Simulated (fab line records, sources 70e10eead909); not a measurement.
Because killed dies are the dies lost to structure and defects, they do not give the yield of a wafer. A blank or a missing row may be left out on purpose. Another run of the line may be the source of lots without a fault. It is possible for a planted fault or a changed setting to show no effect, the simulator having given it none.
What tool caused it? -- flow nandHarc -- 72 wafers from 24 lots sampled at 5 of the route's 1159 steps

== WHAT EACH GAUGE READ, for each wafer ==
NHARC_A_CONTACT_CD_MEAS_08: the cd target is 100 nm. Usual: cdNm 100.2 nm, standard deviation 0.49.
lot,measured,on,cdNm (nm),flag
L074,day 17 00:38,cdSem-01,100.5 100.3 99.3,
L075,day 16 23:32,cdSem-01,100.4 99.6 100.3,
L077,day 17 02:24,cdSem-01,100.4 99.8 99.9,
L076,day 17 02:03,cdSem-01,100.9 101.3 100.6,
L079,day 17 17:52,cdSem-01,100.5 100.5 99.8,
L078,day 17 19:05,cdSem-03,100.0 99.8 100.2,
L081,day 18 20:31,cdSem-01,99.7 100.6 100.4,
L080,day 18 21:07,cdSem-03,99.8 100.1 100.1,
L082,day 19 17:32,cdSem-03,100.0 100.5 100.2,
L084,day 19 18:31,cdSem-01,100.5 100.1 99.8,
L085,day 19 11:35,cdSem-01,101.3 100.6 100.5,
L083,day 20 01:18,cdSem-02,100.1 100.5 99.8,
L087,day 20 04:36,cdSem-02,100.2 100.3 100.1,
L089,day 20 12:15,cdSem-02,100.1 100.3 100.4,
L086,day 20 09:20,cdSem-03,100.1 100.5 99.8,
L088,day 20 13:37,cdSem-01,100.8 99.7 100.2,
L091,day 21 02:28,cdSem-01,100.6 100.2 100.4,
L092,day 21 00:43,cdSem-01,101.0 100.2 101.1,
L090,day 20 22:28,cdSem-01,99.1 99.8 98.8,
L093,day 21 16:54,cdSem-02,99.8 100.7 100.9,
L094,day 21 11:47,cdSem-01,99.6 100.2 100.3,
L096,day 22 10:11,cdSem-03,100.4 100.0 100.5,
L095,day 22 11:52,cdSem-03,100.1 100.6 99.9,
L097,day 22 23:59,cdSem-03,100.0 100.3 100.0,

== EACH LOT AND THE TOOL THAT RAN IT (in order: tool; ch and the chambers of the sampled wafers; start) ==
lot,NHARC_A_SGD_CUT_STRIP_28,NHARC_A_SLIT_ETCH_24,NHARC_A_SLIT_ETCH_17,NHARC_A_CONTACT_DEP_84
L074,"rieDiel-08 ch 0,2,3, day 14 04:01 or earlier","rieDiel-09 ch 0,3, day 14 04:01","harEtch-02 ch 0,1, day 14 07:56","aclDep-03 ch 0, day 16 22:47"
L075,"rieDiel-12 ch 1,2, day 14 04:02 or earlier","rieDiel-02 ch 0,3, day 14 04:02","harEtch-02 ch 1, day 14 09:21","aclDep-03 ch 0, day 16 21:44"
L077,"rieDiel-08 ch 0,1,3, day 14 15:08 or earlier","rieDiel-02 ch 1,2, day 14 15:08","harEtch-01 ch 0,1, day 14 16:03","aclDep-03 ch 0, day 17 00:25"
L076,"rieDiel-10 ch 0,1,2, day 14 15:50 or earlier","rieDiel-09 ch 0,1,3, day 14 15:50","harEtch-02 ch 0,1, day 14 16:45","aclDep-02 ch 0, day 17 00:10"
L079,"rieDiel-10 ch 0,1,3, day 15 07:13 or earlier","rieDiel-07 ch 0,1, day 15 07:13","harEtch-02 ch 0,1, day 15 07:55","aclDep-03 ch 0, day 17 15:53"
L078,"rieDiel-12 ch 0,1, day 15 07:39 or earlier","rieDiel-09 ch 0,1,2, day 15 07:39","harEtch-01 ch 0,1, day 15 08:34","aclDep-02 ch 0, day 17 17:06"
L081,"rieDiel-12 ch 0,2,3, day 16 07:39 or earlier","rieDiel-02 ch 0,1,3, day 16 07:39","harEtch-02 ch 0,1, day 16 09:04","aclDep-02 ch 0, day 18 18:34"
L080,"rieDiel-08 ch 1,3, day 16 02:41","rieDiel-07 ch 0,1,3, day 16 08:37","harEtch-01 ch 0,1, day 16 09:34","aclDep-01 ch 0, day 18 19:28"
L082,"rieDiel-10 ch 0,1,3, day 16 22:08 or earlier","rieDiel-07 ch 0,1,3, day 16 22:08","harEtch-02 ch 0,1, day 16 22:57","aclDep-03 ch 0, day 19 15:41"
L084,"rieDiel-08 ch 0,1,2, day 16 22:16 or earlier","rieDiel-09 ch 0,1,3, day 16 22:16","harEtch-01 ch 0,1, day 16 23:26","aclDep-02 ch 0, day 19 16:56"
L085,"rieDiel-12 ch 0,2, day 16 22:31 or earlier","rieDiel-02 ch 0,1,3, day 16 22:31","harEtch-02 ch 0,1, day 17 01:05","aclDep-02 ch 0, day 19 10:00"
L083,"rieDiel-10 ch 0,2,3, day 17 00:11 or earlier","rieDiel-02 ch 0,3, day 17 00:11","harEtch-01 ch 1, day 17 01:07","aclDep-01 ch 0, day 19 23:27"
L087,"rieDiel-12 ch 1,2,3, day 17 12:10 or earlier","rieDiel-02 ch 0,2,3, day 17 12:10","harEtch-02 ch 0,1, day 17 13:53","aclDep-02 ch 0, day 20 02:46"
L089,"rieDiel-08 ch 0,3, day 17 22:35 or earlier","rieDiel-09 ch 0,1,2, day 17 22:35","harEtch-02 ch 0,1, day 17 23:16","aclDep-03 ch 0, day 20 10:16"
L086,"rieDiel-10 ch 0,1,3, day 17 22:49 or earlier","rieDiel-02 ch 0,2,3, day 17 22:49","harEtch-01 ch 0,1, day 17 23:29","aclDep-01 ch 0, day 20 07:28"
L088,"rieDiel-12 ch 0,2,3, day 17 23:23 or earlier","rieDiel-09 ch 0,1,2, day 17 23:23","harEtch-02 ch 0,1, day 18 00:59","aclDep-02 ch 0, day 20 11:38"
L091,"rieDiel-10 ch 1,2,3, day 18 09:01 or earlier","rieDiel-07 ch 1,2,3, day 18 09:01","harEtch-01 ch 0,1, day 18 09:58","aclDep-02 ch 0, day 21 00:26"
L092,"rieDiel-08 ch 0,3, day 18 10:16 or earlier","rieDiel-09 ch 1,2,3, day 18 10:16","harEtch-01 ch 0,1, day 18 11:22","aclDep-03 ch 0, day 20 22:51"
L090,"rieDiel-12 ch 0,1,3, day 18 10:53 or earlier","rieDiel-02 ch 0,1,3, day 18 10:53","harEtch-02 ch 0,1, day 18 12:14","aclDep-02 ch 0, day 20 20:35"
L093,"rieDiel-12 ch 0,1,3, day 19 03:37 or earlier","rieDiel-02 ch 0,1,2, day 19 03:37","harEtch-02 ch 0,1, day 19 04:18","aclDep-03 ch 0, day 21 15:04"
L094,"rieDiel-08 ch 0,1, day 19 04:14 or earlier","rieDiel-02 ch 0,2, day 19 04:14","harEtch-02 ch 0,1, day 19 06:31","aclDep-02 ch 0, day 21 10:19"
L096,"rieDiel-10 ch 0,2, day 19 12:43 or earlier","rieDiel-02 ch 2,3, day 19 12:43","harEtch-01 ch 0,1, day 19 13:46","aclDep-02 ch 0, day 22 08:25"
L095,"rieDiel-10 ch 0,2,3, day 19 13:38 or earlier","rieDiel-02 ch 0,2, day 19 13:38","harEtch-02 ch 0,1, day 19 14:27","aclDep-01 ch 0, day 22 09:51"
L097,"rieDiel-10 ch 0,1, day 20 11:17 or earlier","rieDiel-07 ch 0,2,3, day 20 11:17","harEtch-01 ch 1, day 20 12:12","aclDep-03 ch 0, day 22 21:52"
- NHARC_A_SGD_CUT_STRIP_28: strips in O2, time 20 s.
- NHARC_A_SLIT_ETCH_24: etches the open film in CF4/CHF3, target depth 121 nm, time 60.5 s.
- NHARC_A_SLIT_ETCH_17: etches the open film in C4F8/O2/Ar, time 1687.5 s, target depth 10100 nm.
- NHARC_A_CONTACT_DEP_84: deposits aC, target thk 2000 nm.

== AS READ BY THE TOOLS THEMSELVES (means over the sampled wafers that have a number; for cases with no such wafer, the mark the record gives instead) ==
NHARC_A_SGD_CUT_STRIP_28. Usual: drypumpMotorCurrentA 6.1 A, standard deviation 0.47; oesProductAu 0.998 a.u., standard deviation 0.0099; rfVppV 57.8 V, standard deviation 0.87; showerheadPlenumPTorr 3.52 Torr, standard deviation 0.16; throttleValvePct 17.035 %, standard deviation 0.0085.
lot,tool,drypumpMotorCurrentA (A),oesProductAu (a.u.),rfVppV (V),showerheadPlenumPTorr (Torr),throttleValvePct (%),flag
L074,rieDiel-08,6.0,1.008,57.9,3.51,17.033,
L075,rieDiel-12,6.6,0.998,57.7,3.56,17.030,
L077,rieDiel-08,5.9,1.009,57.1,3.60,17.026,
L076,rieDiel-10,6.0,0.988,58.2,3.61,17.028,
L079,rieDiel-10,5.8,0.994,58.2,3.50,17.037,
L078,rieDiel-12,6.1,0.995,57.8,3.41,17.034,
L081,rieDiel-12,6.0,0.993,57.8,3.42,17.038,
L080,rieDiel-08,6.3,1.012,57.7,3.50,17.047,
L082,rieDiel-10,5.8,0.992,57.8,3.49,17.030,
L084,rieDiel-08,5.7,1.008,58.3,3.55,17.036,
L085,rieDiel-12,6.3,0.997,58.1,3.47,17.041,
L083,rieDiel-10,6.3,0.998,57.3,3.62,17.036,
L087,rieDiel-12,6.3,0.989,58.3,3.51,17.034,
L089,rieDiel-08,6.1,1.011,59.0,3.55,17.035,
L086,rieDiel-10,5.8,0.998,57.5,3.49,17.041,
L088,rieDiel-12,6.0,0.990,57.0,3.42,17.034,
L091,rieDiel-10,5.9,0.990,57.9,3.48,17.035,
L092,rieDiel-08,6.1,1.009,57.4,3.55,17.032,
L090,rieDiel-12,6.0,0.990,57.5,3.44,17.033,
L093,rieDiel-12,6.0,0.995,57.7,3.44,17.031,
L094,rieDiel-08,5.6,1.017,58.1,3.70,17.038,
L096,rieDiel-10,6.5,0.989,58.0,3.72,17.031,
L095,rieDiel-10,6.3,1.001,58.2,3.61,17.031,
L097,rieDiel-10,5.6,0.990,57.1,3.48,17.034,

NHARC_A_SLIT_ETCH_24. Usual: drypumpMotorCurrentA 5.7 A, standard deviation 0.32; oesProductAu 0.960 a.u., standard deviation 0.021; rfVppV 371.0 V, standard deviation 2.4; showerheadPlenumPTorr 1.59 Torr, standard deviation 0.069; throttleValvePct 16.803 %, standard deviation 0.0081.
lot,tool,drypumpMotorCurrentA (A),oesProductAu (a.u.),rfVppV (V),showerheadPlenumPTorr (Torr),throttleValvePct (%),flag
L074,rieDiel-09,6.1,0.972,372.4,1.62,16.805,
L075,rieDiel-02,5.6,0.973,372.1,1.61,16.805,
L077,rieDiel-02,5.8,0.926,368.7,1.53,16.800,
L076,rieDiel-09,6.1,0.985,373.3,1.64,16.803,
L079,rieDiel-07,5.3,0.962,370.3,1.57,16.801,
L078,rieDiel-09,5.9,0.970,371.1,1.60,16.803,
L081,rieDiel-02,5.7,0.947,370.3,1.55,16.803,
L080,rieDiel-07,5.6,0.964,370.3,1.55,16.798,
L082,rieDiel-07,5.6,0.922,369.8,1.55,16.809,
L084,rieDiel-09,6.1,0.982,372.5,1.64,16.810,
L085,rieDiel-02,5.7,0.974,369.7,1.55,16.803,
L083,rieDiel-02,5.6,0.970,370.7,1.57,16.807,
L087,rieDiel-02,5.5,0.966,371.7,1.61,16.812,
L089,rieDiel-09,5.9,0.971,371.9,1.60,16.810,
L086,rieDiel-02,5.6,0.974,371.6,1.61,16.812,
L088,rieDiel-09,5.9,0.964,370.7,1.60,16.805,
L091,rieDiel-07,6.0,0.968,369.6,1.56,16.798,
L092,rieDiel-09,5.8,0.966,370.7,1.59,16.801,
L090,rieDiel-02,5.7,0.969,369.9,1.55,16.804,
L093,rieDiel-02,5.7,0.929,371.1,1.59,16.807,
L094,rieDiel-02,5.6,0.950,372.5,1.65,16.803,
L096,rieDiel-02,5.6,0.955,370.6,1.58,16.801,
L095,rieDiel-02,5.5,0.971,373.3,1.65,16.807,
L097,rieDiel-07,5.9,0.925,371.1,1.56,16.800,

NHARC_A_SLIT_ETCH_17. Usual: drypumpMotorCurrentA 5.31 A, standard deviation 0.19; showerheadPlenumPTorr 3.71 Torr, standard deviation 0.14; throttleValvePct 32.046 %, standard deviation 0.008.
lot,tool,drypumpMotorCurrentA (A),showerheadPlenumPTorr (Torr),throttleValvePct (%),flag
L074,harEtch-02,5.14,3.73,32.048,
L075,harEtch-02,5.22,3.51,32.051,
L077,harEtch-01,5.55,3.80,32.051,
L076,harEtch-02,5.16,3.73,32.053,
L079,harEtch-02,5.14,3.73,32.044,
L078,harEtch-01,5.54,3.79,32.048,
L081,harEtch-02,5.16,3.72,32.051,
L080,harEtch-01,5.56,3.79,32.049,
L082,harEtch-02,5.20,3.61,32.050,
L084,harEtch-01,5.49,3.78,32.040,
L085,harEtch-02,5.15,3.61,32.047,
L083,harEtch-01,5.37,3.78,32.053,
L087,harEtch-02,5.18,3.60,32.035,
L089,harEtch-02,5.15,3.71,32.046,
L086,harEtch-01,5.58,3.78,32.035,
L088,harEtch-02,5.19,3.60,32.047,
L091,harEtch-01,5.55,3.78,32.052,
L092,harEtch-01,5.45,3.78,32.048,
L090,harEtch-02,5.19,3.60,32.039,
L093,harEtch-02,5.16,3.60,32.038,
L094,harEtch-02,5.19,3.59,32.047,
L096,harEtch-01,5.46,3.77,32.046,
L095,harEtch-02,5.15,3.70,32.053,
L097,harEtch-01,5.39,3.77,32.046,

NHARC_A_CONTACT_DEP_84. Usual: throttleValvePct 35.001 %, standard deviation 0.0088.
lot,tool,throttleValvePct (%),flag
L074,aclDep-03,35.003,
L075,aclDep-03,34.998,
L077,aclDep-03,34.999,
L076,aclDep-02,35.004,
L079,aclDep-03,35.009,
L078,aclDep-02,35.007,
L081,aclDep-02,35.006,
L080,aclDep-01,35.000,
L082,aclDep-03,35.002,
L084,aclDep-02,34.998,
L085,aclDep-02,34.999,
L083,aclDep-01,34.997,
L087,aclDep-02,35.005,
L089,aclDep-03,35.005,
L086,aclDep-01,35.005,
L088,aclDep-02,35.003,
L091,aclDep-02,34.998,
L092,aclDep-03,34.996,
L090,aclDep-02,34.991,
L093,aclDep-03,34.998,
L094,aclDep-02,34.999,
L096,aclDep-02,34.995,
L095,aclDep-01,35.002,
L097,aclDep-03,34.999,

== THE ANSWER, worked out from the rows above alone ==
Rule: take the mean of a lot's wafers that have a number; if it is more than 3 standard deviations from the usual mean, the lot is off. Also off: a lot with no number at a reading for which 4 or more lots have one. Where the step has rows for the other lots, those lots are counted as sound. The gauges are gone through in route order, then the tools' own readings, and for those a lot's mean is taken as printed above. The first step at which some lot is off is used, and at that step the reading that is off furthest; a lot without a number counts as furthest.
No lot is off at any reading shown: from this, nothing can be told.

== WHAT WAS PUT IN BY THE SIMULATOR ==
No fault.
